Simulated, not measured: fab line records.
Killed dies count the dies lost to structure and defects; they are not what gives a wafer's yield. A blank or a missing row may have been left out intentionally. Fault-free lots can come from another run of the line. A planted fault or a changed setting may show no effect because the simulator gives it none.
Which tool was responsible? | flow nand_harc | 12 lots with 36 wafers sampled at 4 steps, on a route of 1302 steps

WHAT EACH GAUGE READ, for each wafer
No reading from a measuring or inspecting step in the record can be judged against a usual standard deviation.

EACH LOT AND THE TOOL THAT RAN IT (in order: tool; ch and the chambers of the sampled wafers; start)
lot  | NHARC_A_CHANNEL_HOLE_D1_ETCH_20  | NHARC_A_CHANNEL_HOLE_D1_ETCH_33  | NHARC_A_CHANNEL_FILL_D1_ALD_14   | NHARC_A_CHANNEL_FILL_D1_ALD_16
L630 | har_etch-02 ch 0, day 9 10:36    | har_etch-02 ch 0, day 9 18:16    | ald_hk-02 ch 0,2,3, day 10 03:47 | ald_hk-02 ch 0,1, day 10 08:53
L634 | har_etch-01 ch 0,1, day 11 05:19 | har_etch-01 ch 0,1, day 11 09:11 | ald_hk-01 ch 1,2, day 11 18:07   | ald_hk-02 ch 0,1,3, day 11 23:20
L641 | har_etch-01 ch 0,1, day 13 20:50 | har_etch-01 ch 0,1, day 14 00:44 | ald_hk-02 ch 0,2,3, day 14 09:45 | ald_hk-03 ch 0,1,2, day 14 15:04
L642 | har_etch-02 ch 0,1, day 14 12:08 | har_etch-02 ch 0,1, day 14 15:57 | ald_hk-02 ch 0,1, day 15 00:53   | ald_hk-03 ch 0,2,3, day 15 07:06
L643 | har_etch-01 ch 0,1, day 14 12:59 | har_etch-01 ch 0,1, day 14 16:52 | ald_hk-02 ch 0,1,2, day 15 01:06 | ald_hk-03 ch 0,3, day 15 07:14
L644 | har_etch-02 ch 0,1, day 15 08:29 | har_etch-02 ch 0,1, day 15 12:23 | ald_hk-01 ch 0,2,3, day 15 22:02 | ald_hk-02 ch 0,1,2, day 16 03:14
L645 | har_etch-01 ch 0,1, day 15 17:55 | har_etch-01 ch 0,1, day 15 21:48 | ald_hk-02 ch 0,1,3, day 16 06:56 | ald_hk-01 ch 0,1,2, day 16 12:08
L646 | har_etch-02 ch 0,1, day 15 23:38 | har_etch-02 ch 0,1, day 16 03:31 | ald_hk-03 ch 0,2, day 16 12:28   | ald_hk-01 ch 0,2,3, day 16 17:38
L647 | har_etch-01 ch 0,1, day 16 06:40 | har_etch-01 ch 0,1, day 16 10:32 | ald_hk-03 ch 0,1, day 16 20:17   | ald_hk-03 ch 0,1, day 17 01:28
L649 | har_etch-01 ch 0,1, day 17 06:50 | har_etch-01 ch 0,1, day 17 10:44 | ald_hk-02 ch 1,2,3, day 17 19:40 | ald_hk-02 ch 0,2,3, day 18 01:06
L648 | har_etch-02 ch 0,1, day 17 10:10 | har_etch-02 ch 0,1, day 17 14:01 | ald_hk-03 ch 0,1,3, day 17 23:01 | ald_hk-01 ch 1,3, day 18 04:09
L650 | har_etch-01 ch 0,1, day 17 19:01 | har_etch-01 ch 0,1, day 17 22:52 | ald_hk-02 ch 0,2,3, day 18 07:44 | ald_hk-01 ch 0,2,3, day 18 12:59
- NHARC_A_CHANNEL_HOLE_D1_ETCH_20: etches the open film in C4F8/O2/Ar, time 361.9 s, target depth 1600 nm.
- NHARC_A_CHANNEL_HOLE_D1_ETCH_33: etches the open film in C4F8/O2/Ar, time 90 s, target depth 400 nm.
- NHARC_A_CHANNEL_FILL_D1_ALD_14: deposits SiO2, target thk 2.5 nm, pulse time 10 s, ald cycles 25.
- NHARC_A_CHANNEL_FILL_D1_ALD_16: deposits SiO2, target thk 1.5 nm, pulse time 10 s, ald cycles 15.

AS READ BY THE TOOLS THEMSELVES (means over the sampled wafers that have a number; for cases with no such wafer, the mark the record gives instead)
NHARC_A_CHANNEL_HOLE_D1_ETCH_20. Usual: drypump_motor_current_A 6.1 A, standard deviation 0.52; showerhead_plenum_p_Torr 3.61 Torr, standard deviation 0.12; throttle_valve_pct 32.155 %, standard deviation 0.0089.
lot  | tool        | drypump_motor_current_A (A) | showerhead_plenum_p_Torr (Torr) | throttle_valve_pct (%) | flag
L630 | har_etch-02 | 5.3                         | 3.56                            | 32.151                 |
L634 | har_etch-01 | 6.5                         | 3.67                            | 32.156                 |
L641 | har_etch-01 | 6.5                         | 3.65                            | 32.153                 |
L642 | har_etch-02 | 5.8                         | 3.51                            | 32.150                 |
L643 | har_etch-01 | 6.5                         | 3.59                            | 32.159                 |
L644 | har_etch-02 | 5.8                         | 3.51                            | 32.152                 |
L645 | har_etch-01 | 6.4                         | 3.59                            | 32.158                 |
L646 | har_etch-02 | 5.8                         | 3.50                            | 32.156                 |
L647 | har_etch-01 | 6.5                         | 3.63                            | 32.154                 |
L649 | har_etch-01 | 6.6                         | 3.62                            | 32.151                 |
L648 | har_etch-02 | 5.8                         | 3.93                            | 32.164                 |
L650 | har_etch-01 | 6.5                         | 3.57                            | 32.155                 |

NHARC_A_CHANNEL_HOLE_D1_ETCH_33. Usual: drypump_motor_current_A 6.1 A, standard deviation 0.52; showerhead_plenum_p_Torr 3.65 Torr, standard deviation 0.12; throttle_valve_pct 27.619 %, standard deviation 0.009.
lot  | tool        | drypump_motor_current_A (A) | showerhead_plenum_p_Torr (Torr) | throttle_valve_pct (%) | flag
L630 | har_etch-02 | 5.3                         | 3.59                            | 27.624                 |
L634 | har_etch-01 | 6.5                         | 3.70                            | 27.625                 |
L641 | har_etch-01 | 6.5                         | 3.68                            | 27.617                 |
L642 | har_etch-02 | 5.8                         | 3.55                            | 27.627                 |
L643 | har_etch-01 | 6.5                         | 3.63                            | 27.619                 |
L644 | har_etch-02 | 5.8                         | 3.54                            | 27.622                 |
L645 | har_etch-01 | 6.4                         | 3.62                            | 27.619                 |
L646 | har_etch-02 | 5.8                         | 3.53                            | 27.622                 |
L647 | har_etch-01 | 6.6                         | 3.66                            | 27.613                 |
L649 | har_etch-01 | 6.6                         | 3.66                            | 27.615                 |
L648 | har_etch-02 | 5.8                         | 3.98                            | 27.619                 |
L650 | har_etch-01 | 6.5                         | 3.60                            | 27.617                 |

NHARC_A_CHANNEL_FILL_D1_ALD_14. Usual: heater_power_w 474 W, standard deviation 62; precursor_pulse_height_rel 1.000, standard deviation 0.021.
lot  | tool      | heater_power_w (W) | precursor_pulse_height_rel | flag
L630 | ald_hk-02 | 438                | 1.002                      |
L634 | ald_hk-01 | 524                | 1.016                      |
L641 | ald_hk-02 | 443                | 0.981                      |
L642 | ald_hk-02 | 420                | 0.997                      |
L643 | ald_hk-02 | 461                | 0.984                      |
L644 | ald_hk-01 | 495                | 0.999                      |
L645 | ald_hk-02 | 471                | 1.001                      |
L646 | ald_hk-03 | 478                | 0.994                      |
L647 | ald_hk-03 | 529                | 0.994                      |
L649 | ald_hk-02 | 513                | 0.997                      |
L648 | ald_hk-03 | 463                | 0.988                      |
L650 | ald_hk-02 | 445                | 1.007                      |

NHARC_A_CHANNEL_FILL_D1_ALD_16. Usual: heater_power_w 480 W, standard deviation 56; precursor_pulse_height_rel 0.999, standard deviation 0.018.
lot  | tool      | heater_power_w (W) | precursor_pulse_height_rel | flag
L630 | ald_hk-02 | 463                | 0.992                      |
L634 | ald_hk-02 | 456                | 1.012                      |
L641 | ald_hk-03 | 492                | 0.994                      |
L642 | ald_hk-03 | 451                | 0.996                      |
L643 | ald_hk-03 | 476                | 1.009                      |
L644 | ald_hk-02 | 460                | 1.024                      |
L645 | ald_hk-01 | 508                | 1.003                      |
L646 | ald_hk-01 | 489                | 0.999                      |
L647 | ald_hk-03 | 514                | 1.016                      |
L649 | ald_hk-02 | 451                | 1.014                      |
L648 | ald_hk-01 | 501                | 0.987                      |
L650 | ald_hk-01 | 494                | 1.004                      |

THE ANSWER, worked out from the rows above alone
Rule: a lot is off if the mean of its wafers that have a number lies more than 3 standard deviations from the usual mean. Also off: a lot with no number at a reading for which 4 or more lots have one. The other lots that the step has rows for count as sound. After the gauges, taken in route order, come the tools' own readings; for these a lot's mean is taken, as printed above. The first step at which some lot is off is used, and at that step the reading that is off furthest; a lot without a number counts as furthest.
Across all readings shown, no lot is off: no conclusion can be drawn from this.

WHAT THE SIMULATOR HAD INSERTED
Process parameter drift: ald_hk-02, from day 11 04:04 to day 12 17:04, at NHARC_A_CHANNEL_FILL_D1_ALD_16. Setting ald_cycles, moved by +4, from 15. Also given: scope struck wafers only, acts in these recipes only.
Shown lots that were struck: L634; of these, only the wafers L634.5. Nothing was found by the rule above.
